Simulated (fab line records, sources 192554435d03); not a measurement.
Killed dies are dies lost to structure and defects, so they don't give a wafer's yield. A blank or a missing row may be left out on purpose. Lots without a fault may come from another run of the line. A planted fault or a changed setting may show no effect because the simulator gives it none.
Split-lot experiment | flow n5_finfet | 7 lots, 21 wafers read, on a route of 1938 steps

THE SPLIT
At N5_BEOL_M2_TRENCH_ETCH_37 (etches SiOC in C4F6/O2, target depth 55.555 nm, time 29.2 s), the setting time_s was moved away from the recipe's 29.2 s on 7 of the 21 wafers read, by -21.5% to +14.7%. The other wafers ran this setting at the recipe's value.

FROM THE SPLIT TO THE READING: what the file shows between them, 14 steps
- N5_BEOL_M2_ETCH_41: etches SiCN in CH3F/O2, target depth 29.9 nm, time 52.5 s
- N5_BEOL_M2_STRIP_97: strips in N2/H2, time 10 s
- N5_BEOL_M2_OCD_MEAS_38
- N5_BEOL_M2_SURFACE_TREAT_85 (also split here: time_s)
- N5_BEOL_M2_CVD_47: deposits Co from CCTBA/H2, target thk 3 nm, time 223.8 s
- N5_BEOL_M2_SPUTTER_48: material Cu, target thk 4.5 nm, time 8.29 s
- N5_BEOL_M2_ECD_50: material Cu, target thk 300 nm
- N5_BEOL_M2_ANNEAL_51: time 90 s
- N5_BEOL_M2_CMP_52: polishes, stops on SiOC, t overpolish 6.8 s, target thk 40 nm
- N5_BEOL_M2_THK_MEAS_53: measures by xrf
- N5_BEOL_M2_PRE_CLEAN_60: time 15 s
- N5_BEOL_M2_CO_CAP_55: material Co, precursor CCTBA/H2, target thk 2 nm, time 102.1 s
- N5_BEOL_M2_PRE_CLEAN_56: time 15 s
- N5_BEOL_M2_DEP_57: deposits SiCN from 3MS/NH3, target thk 8 nm, time 14 s

THE READING
M2_RS, in ohm/sq, at N5_BEOL_M2_RS_MEAS_58 (measures by four-point-probe). Fault-free wafers of this fab line usually give 0.69 ohm/sq, standard deviation 0.042 ohm/sq.

wafer  | tool, chamber at the split | time_s as run, s | against the recipe | M2_RS, ohm/sq | against lot-mates on the recipe
L077.3 | rie_diel-01, 3             | 29.2             | recipe             | 0.67          | -
L077.4 | rie_diel-01, 1             | 29.2             | recipe             | 0.65          | -
L077.6 | rie_diel-01, 1             | 31.33            | +7.3%              | 0.61          | -0.05
L074.1 | rie_diel-01, 3             | 29.2             | recipe             | 0.71          | -
L074.3 | rie_diel-01, 2             | 27.07            | -7.3%              | 0.82          | +0.11
L074.5 | rie_diel-01, 1             | 27.07            | -7.3%              | 0.71          | +0.00
L081.4 | rie_diel-03, 0             | 29.2             | recipe             | 0.71          | -
L081.5 | rie_diel-03, 2             | 29.2             | recipe             | 0.75          | -
L081.6 | rie_diel-03, 1             | 29.2             | recipe             | 0.70          | -
L083.2 | rie_diel-05, 1             | 29.2             | recipe             | 0.65          | -
L083.3 | rie_diel-05, 0             | 29.2             | recipe             | 0.66          | -
L083.6 | rie_diel-05, 0             | 33.49            | +14.7%             | 0.53          | -0.12
L087.1 | rie_diel-01, 1             | 29.2             | recipe             | 0.65          | -
L087.3 | rie_diel-01, 3             | 23.78            | -18.6%             | 1.01          | +0.36
L087.4 | rie_diel-01, 3             | 23.78            | -18.6%             | 1.04          | +0.39
L093.2 | rie_diel-03, 3             | 29.2             | recipe             | 0.70          | -
L093.4 | rie_diel-03, 0             | 29.2             | recipe             | 0.66          | -
L093.6 | rie_diel-03, 3             | 29.2             | recipe             | 0.67          | -
L096.3 | rie_diel-05, 3             | 22.93            | -21.5%             | 1.16          | +0.54
L096.4 | rie_diel-05, 2             | 29.2             | recipe             | 0.62          | -
L096.6 | rie_diel-05, 2             | 29.2             | recipe             | 0.61          | -

THE FIT
A straight line over all 21 wafers: M2_RS changes by -0.0176 ohm/sq for each +1% of time_s; r = -0.94; the points scatter about the line by 0.054 ohm/sq.
The same after taking each lot's own level away (the mean of its wafers on the recipe; 21 wafers): -0.0183 ohm/sq for each +1%; r = -0.93; scatter 0.061 ohm/sq.
On that fit, the largest move of time_s shifts the reading by 0.39 ohm/sq.
The lots' own levels span 0.615 to 0.720 ohm/sq, that is 2.5 times the standard deviation above.
So the lot-to-lot level changes the slope little: the two slopes agree.
Check: with one of the wafers moved furthest among these (-21.5%) left out of the fit, the line predicts +0.346 ohm/sq for it against its lot-mates. It came out at +0.545 ohm/sq against them.

OTHER SPLITS ON THESE WAFERS
These wafers also went through other splits before the reading. Each is held against what the fit with the lots' levels taken away leaves over:
other split on the same wafers     | wafers away from the commonest value | r with M2_RS (lot level and that fit taken away)
N5_BEOL_M1_ETCH_64 source_w        | 7                                    | +0.07
N5_BEOL_M2_ETCH_64 source_w        | 7                                    | +0.39
N5_BEOL_M2_COAT_22 spin_rpm        | 9                                    | +0.10
N5_BEOL_M2_SURFACE_TREAT_85 time_s | as run: not given for these wafers   | -

THE WHOLE CHAIN: every reading that the file lists as answering this split, in the file's order
step                      | what it does                                                  | reading                                                                      | change (the file's fit)               | r (the file's)
N5_BEOL_M2_TRENCH_ETCH_37 | etches SiOC in C4F6/O2, target depth 55.555 nm, time 29.2 s   | BEOL_M2.feature_depth_nm (the simulator's own value, which no gauge read)    | +0.617 nm for each +1% of the setting | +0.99
N5_BEOL_M2_TRENCH_ETCH_37 | etches SiOC in C4F6/O2, target depth 55.555 nm, time 29.2 s   | etch.depth_nm (the simulator's own value, which no gauge read)               | +0.616 nm for each +1% of the setting | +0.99
N5_BEOL_M2_OCD_MEAS_38    |                                                               | trench_depth_nm                                                              | +0.615 nm for each +1% of the setting | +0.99
N5_BEOL_M2_CMP_52         | polishes, stops on SiOC, t overpolish 6.8 s, target thk 40 nm | Cu_of_BEOL_M2_ECD_50.thk_nm (the simulator's own value, which no gauge read) | +0.629 nm for each +1% of the setting | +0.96
N5_BEOL_M2_THK_MEAS_53    | measures by xrf                                               | M2_THK                                                                       | +0.623 for each +1% of the setting    | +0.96
N5_BEOL_M2_RS_MEAS_58     | measures by four-point-probe                                  | M2_RS                                                                        | -0.0187 for each +1% of the setting   | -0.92

THE FILE'S OWN FIT
M2_RS changes by -0.0187 ohm/sq for each +1% of time_s, r = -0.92.
